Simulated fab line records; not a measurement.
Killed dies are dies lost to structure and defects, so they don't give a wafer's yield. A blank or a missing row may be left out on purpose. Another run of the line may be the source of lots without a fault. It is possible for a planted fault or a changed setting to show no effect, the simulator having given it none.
Matching of chambers	flow nandHarc	rieSi-05 running NHARC_THIN_TSV_ETCH_15: 4 sister chambers
The step target depth 3000 nm, bosch target overetch cycles 2, bosch etch step 2.8 s. 4 wafers are shown with their chamber, then 9 later ones without.

EACH WAFER AND ITS CHAMBER
wafer	chamber	drypumpMotorCurrentA (A)
L083.3	1	4.6
L084.1	0	6.1
L084.5	2	5.5
L084.6	3	6.0

WAFERS MISSING THEIR CHAMBER
wafer	drypumpMotorCurrentA (A)
L087.3	4.6
L087.4	6.2
L087.5	6.0
L090.1	6.0
L090.2	5.5
L090.6	6.0
L096.2	5.5
L096.5	5.5
L096.6	4.6

WHICH CHAMBER EACH WENT THROUGH
wafer	from the rows above	in truth
L087.3	1	1
L087.4	0	0
L087.5	3	3
L090.1	3	3
L090.2	2	2
L090.6	3	3
L096.2	2	2
L096.5	2	2
L096.6	1	1
9 of 9 placed correctly. Not placeable from these rows: 0. Wrongly placed: 0.
How it was worked out, from the rows above alone: a wafer's distance from a chamber is the root of the sum, over the readings, of the square of ((its reading less the chamber's mean) divided by the reading's scatter). If the next closest chamber is less than 2 further off than the closest, the wafer can't be placed; otherwise it belongs to the closest. Each chamber's mean is taken over the wafers shown for it. The scatter: with one shown wafer a chamber, the root of the mean of the squares of how far each hidden wafer lies from its nearest shown one.
